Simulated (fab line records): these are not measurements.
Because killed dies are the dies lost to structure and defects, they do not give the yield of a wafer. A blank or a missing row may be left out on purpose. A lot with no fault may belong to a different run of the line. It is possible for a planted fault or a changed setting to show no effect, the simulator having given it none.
Matching of chambers    flow nand_harc    pecvd-04 running NHARC_A_CONTACT_DEP_85: 3 sister chambers
The step deposits SiON, target thk 50 nm. 16 wafers are shown with their chamber, then 8 later ones without.

WAFERS PAIRED WITH THEIR CHAMBERS
wafer   chamber  heater_power_w (W)
L079.1  2        773
L079.3  0        840
L079.4  2        778
L076.1  2        699
L076.2  1        587
L076.6  1        575
L075.1  1        541
L075.3  0        835
L075.4  0        826
L074.1  2        814
L074.2  1        573
L074.5  0        750
L080.1  0        766
L080.2  2        757
L080.3  1        651
L080.4  0        794

SIGNATURES, as means of the wafers listed above
reading         chamber 0  chamber 1  chamber 2  scatter within a chamber
heater_power_w  801.83     585.40     764.20     40
Rule: for each reading, subtract the chamber's mean from the wafer's reading, divide by that reading's scatter and square the result; add these up over the readings and take the root, which gives the wafer's distance from the chamber. The wafer belongs to the nearest chamber; if the next one is less than 2 further off, it can't be placed. How the scatter is found: for the shown wafers, subtract from each reading the mean of its chamber, square and add these, divide the total by (wafers less chambers), then take the root.

WAFERS WITHOUT THEIR CHAMBER
wafer   heater_power_w (W)
L080.5  648
L080.6  758
L085.1  563
L085.2  782
L085.3  856
L092.4  715
L092.5  615
L092.6  729

CHAMBER TAKEN BY EACH
wafer   from the rows above      in truth
L080.5  can't be placed: 1 or 2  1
L080.6  can't be placed: 2 or 0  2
L085.1  1                        1
L085.2  can't be placed: 2 or 0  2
L085.3  can't be placed: 0 or 2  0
L092.4  can't be placed: 2 or 0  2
L092.5  1                        1
L092.6  can't be placed: 2 or 0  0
Correct placement for 2 of the 8. Unplaceable from these rows: 6, with the true chamber sitting among the candidates in 6. Placed wrongly: 0.
